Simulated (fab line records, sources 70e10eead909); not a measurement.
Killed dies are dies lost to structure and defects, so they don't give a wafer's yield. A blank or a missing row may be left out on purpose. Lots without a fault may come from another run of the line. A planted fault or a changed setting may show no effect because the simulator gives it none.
Chamber matching | flow nand_harc | NHARC_P_M1_STRIP_18 on rie_diel-08: 4 sister chambers
The step strips in N2/H2. 14 wafers are shown with their chamber, then 7 later ones without.

WAFERS WITH THEIR CHAMBER
wafer  | chamber | showerhead_plenum_p_Torr (Torr) | drypump_motor_current_A (A) | power_w (W)
L076.2 | 2       | 2.07                            | 5.5                         | 996.3
L076.4 | 0       | 2.09                            | 5.6                         | 1000.3
L076.6 | 3       | 1.98                            | 5.5                         | 1004.5
L078.2 | 3       | 1.98                            | 5.5                         | 994.9
L078.3 | 1       | 2.04                            | 5.9                         | 1001.8
L078.4 | 2       | 2.07                            | 5.5                         | 998.7
L081.1 | 0       | 2.08                            | 5.5                         | 1002.8
L081.5 | 2       | 2.06                            | 5.4                         | 995.0
L081.6 | 1       | 2.04                            | 5.9                         | 1002.0
L082.1 | 2       | 2.06                            | 5.5                         | 998.2
L082.4 | 0       | 2.08                            | 5.6                         | 1004.2
L082.6 | 0       | 2.08                            | 5.6                         | 1000.2
L084.1 | 0       | 2.08                            | 5.5                         | 997.1
L084.3 | 3       | 1.97                            | 5.5                         | 1001.6

SIGNATURES (means of the wafers above)
reading                  | chamber 0 | chamber 1 | chamber 2 | chamber 3 | scatter within a chamber
showerhead_plenum_p_Torr | 2.0820    | 2.0400    | 2.0650    | 1.9767    | 0.00497
drypump_motor_current_A  | 5.560     | 5.900     | 5.475     | 5.500     | 0.0442
power_w                  | 1000.920  | 1001.900  | 997.050   | 1000.333  | 2.95
Rule: a wafer's distance from a chamber is the root of the sum, over the readings, of the square of ((its reading less the chamber's mean) divided by the reading's scatter). The wafer belongs to the nearest chamber; if the next one is less than 2 further off, it can't be placed. The scatter: the root of (the sum of the squares of (reading less its chamber's mean) over the shown wafers, divided by (wafers less chambers)).

WAFERS WITHOUT THEIR CHAMBER
wafer  | showerhead_plenum_p_Torr (Torr) | drypump_motor_current_A (A) | power_w (W)
L084.5 | 2.03                            | 5.9                         | 999.0
L086.1 | 2.06                            | 5.4                         | 999.3
L086.5 | 2.03                            | 5.9                         | 999.2
L086.6 | 2.06                            | 5.4                         | 1004.1
L094.1 | 1.96                            | 5.5                         | 1001.0
L094.4 | 2.02                            | 5.9                         | 1001.8
L094.5 | 2.05                            | 5.4                         | 999.5

WHICH CHAMBER EACH WENT THROUGH
wafer  | from the rows above | in truth
L084.5 | 1                   | 1
L086.1 | 2                   | 2
L086.5 | 1                   | 1
L086.6 | 2                   | 2
L094.1 | 3                   | 3
L094.4 | 1                   | 1
L094.5 | 2                   | 2
Placed correctly: 7 of 7. Can't be placed from these rows: 0. Placed wrongly: 0.
